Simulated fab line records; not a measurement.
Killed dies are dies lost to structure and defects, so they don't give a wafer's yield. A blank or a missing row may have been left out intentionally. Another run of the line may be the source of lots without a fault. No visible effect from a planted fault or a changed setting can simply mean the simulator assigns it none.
A single fault, viewed from 2 desks | flow nand-harc | numbers are kept per desk, each desk with only its own; the story behind them comes last

FROM THE METROLOGY DESK
Lot by lot, what the gauges showed, no matter which tool ran the lot: averages of those sampled wafers that carry a number. If a lot's mean is further than 4 standard deviations from the usual mean, the lot is out of limits and carries the mark OUT (the distance appears in the brackets).
Columns: A = overlay-x-nm at NHARC_A_BONDPAD_OVL_MEAS_35, usual 0 nm; B = overlay-y-nm at NHARC_A_BONDPAD_OVL_MEAS_35, usual 0 nm
lot  | first seen here | A  | B
L148 | day 18 03:38    | -4 | 3
L149 | day 18 10:50    | 1  | -4
L150 | day 18 15:14    | 7  | -4
L153 | day 18 15:31    | 6  | -2
L154 | day 19 11:49    | -4 | -1
L152 | day 19 12:49    | -9 | 3
L158 | day 20 11:42    | 5  | 1
L167 | day 22 21:22    | 2  | -1
L168 | day 23 01:42    | 5  | 7
L169 | day 23 12:01    | 10 | -1
L170 | day 23 16:34    | -4 | 8
L171 | day 24 00:52    | -5 | -1
Finding of this desk: none of the 12 lots has anything out of limits.

AT THE TOOL OWNER'S DESK: rie-diel-11
The tool's own readings at NHARC_A_BONDPAD_ETCH_12 (etches the open film in CHF3/O2, target depth 220 nm, time 110 s): means of the sampled wafers that have a number, for each lot that ran on this tool. If a lot's mean is further than 4 standard deviations from the usual mean, the lot is out of limits and carries the mark OUT (the distance appears in the brackets).
Columns: A = drypump-motor-current-A at NHARC_A_BONDPAD_ETCH_12, usual 5.7 A; B = oes-product-au at NHARC_A_BONDPAD_ETCH_12, usual 0.955 a.u.; C = rf-fwd-power-W at NHARC_A_BONDPAD_ETCH_12, usual 496.7 W; D = rf-vpp-V at NHARC_A_BONDPAD_ETCH_12, usual 369.7 V; E = run-length-s at NHARC_A_BONDPAD_ETCH_12, usual 131.3 s; F = showerhead-plenum-p-Torr at NHARC_A_BONDPAD_ETCH_12, usual 2.36 Torr; G = throttle-valve-pct at NHARC_A_BONDPAD_ETCH_12, usual 20.573 %
lot  | first seen here | A   | B     | C     | D     | E               | F    | G
L149 | day 18 11:09    | 5.7 | 0.967 | 495.9 | 371.4 | 131.2           | 2.41 | 20.578
L153 | day 18 15:55    | 5.8 | 0.951 | 495.1 | 369.1 | 131.5           | 2.36 | 20.570
L154 | day 19 12:07    | 5.9 | 0.980 | 497.4 | 371.9 | 120.4 (-25) OUT | 2.45 | 20.573
L158 | day 20 12:02    | 5.8 | 0.968 | 494.5 | 370.5 | 115.0 (-38) OUT | 2.42 | 20.576
L168 | day 23 02:01    | 5.5 | 0.969 | 496.7 | 370.0 | 131.4           | 2.36 | 20.572
L169 | day 23 12:20    | 5.8 | 0.968 | 496.2 | 369.1 | 131.4           | 2.36 | 20.570
L171 | day 24 01:11    | 5.7 | 0.966 | 497.7 | 370.4 | 131.3           | 2.41 | 20.570
Finding of this desk: L154, L158 out of limits; the first was L154 at day 19 12:07, on run-length-s at NHARC_A_BONDPAD_ETCH_12. In limits: L149, L153, L168, L169, L171.

PUT TOGETHER
On L154, L158, at day 19 12:07, an alarm was possible from the tool owner's desk.
At the metrology desk, nothing out of limits was observed.
The metrology desk holds a record of L154, L158, inside its limits.
Every lot named ran NHARC_A_BONDPAD_ETCH_12 on rie-diel-11.

WHAT HAD BEEN PUT IN BY THE SIMULATOR
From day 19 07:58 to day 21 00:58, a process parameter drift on rie-diel-11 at NHARC_A_BONDPAD_ETCH_12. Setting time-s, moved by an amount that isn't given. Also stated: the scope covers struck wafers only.
Lots struck among those shown: L154, L158.
Each desk's first reading out of limits, in hours after the fault started: the tool owner's desk, 4.
